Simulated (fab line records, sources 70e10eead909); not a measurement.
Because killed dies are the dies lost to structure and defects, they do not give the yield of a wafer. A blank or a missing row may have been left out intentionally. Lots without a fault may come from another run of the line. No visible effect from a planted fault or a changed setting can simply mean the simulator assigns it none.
2 desks looking at one fault + flow nand-harc + only its own numbers are on each desk; what lay behind them is given at the end

## DESK OF THE TOOL OWNER: rie-si-03
The tool's own readings at NHARC_P_GATE_ETCH_32 (etches the open film in HBr/Cl2, target depth 150 nm, time 100.1 s): means of the sampled wafers that have a number, for each lot that ran on this tool. Any lot whose mean is over 4 standard deviations away from the usual mean is out of limits and marked OUT; that distance is given in the brackets.
Columns: A = drypump-motor-current-A at NHARC_P_GATE_ETCH_32, usual 5.49 A; B = oes-product-au at NHARC_P_GATE_ETCH_32, usual 0.997 a.u.; C = throttle-valve-pct at NHARC_P_GATE_ETCH_32, usual 26.406 %
| lot  | first seen here | A    | B     | C      |
|------|-----------------|------|-------|--------|
| L723 | day 4 18:58     | 5.45 | 1.004 | 26.407 |
| L725 | day 5 05:40     | 5.55 | 1.008 | 26.407 |
| L729 | day 6 00:11     | 5.56 | 0.997 | 26.406 |
| L730 | day 6 12:40     | 5.41 | 1.002 | 26.407 |
| L731 | day 6 17:26     | 5.40 | 0.994 | 26.394 |
| L732 | day 6 18:03     | 5.47 | 0.994 | 26.407 |
| L734 | day 7 09:59     | 5.31 | 0.994 | 26.400 |
Result from this desk: across the 7 lots, nothing is out of limits.

## THE DEFECT DESK
What the inspections along the route counted, lot by lot: means of the sampled wafers that have a number. Any lot whose mean is over 4 standard deviations away from the usual mean is out of limits and marked OUT; that distance is given in the brackets.
Columns: A = raw-defect-count at NHARC_P_GATE_INSPECT_68, usual 183
| lot  | first seen here | A              |
|------|-----------------|----------------|
| L723 | day 5 15:19     | 187            |
| L726 | day 5 23:29     | 163            |
| L725 | day 6 02:00     | 241            |
| L729 | day 6 18:31     | 243            |
| L728 | day 6 19:55     | 176            |
| L730 | day 7 06:31     | 164            |
| L731 | day 7 11:34     | 144            |
| L732 | day 7 12:03     | 719 (+9.7) OUT |
| L734 | day 8 03:37     | 1117 (+17) OUT |
| L735 | day 8 14:22     | 217            |
| L743 | day 10 12:29    | 197            |
| L744 | day 10 18:39    | 202            |
Finding of this desk: L732, L734 out of limits; the first was L732 at day 7 12:03, on raw-defect-count at NHARC_P_GATE_INSPECT_68. L723, L726, L725, L729, L728, L730, L731, L735, L743, L744 stayed within limits.

## ALL TOGETHER
The defect desk could have raised an alarm at day 7 12:03, on L732, L734.
Nothing out of limits was seen by the tool owner's desk.
Tool owner's desk: L732, L734 on record, inside its limits.
Of the lots named, all ran NHARC_P_GATE_ETCH_32 on rie-si-03.

## WHAT WAS PUT IN BY THE SIMULATOR
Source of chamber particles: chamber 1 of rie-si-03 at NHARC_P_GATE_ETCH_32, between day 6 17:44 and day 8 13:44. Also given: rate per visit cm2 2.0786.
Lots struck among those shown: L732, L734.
Hours from the fault's start to each desk's first reading out of limits: the defect desk, 18.
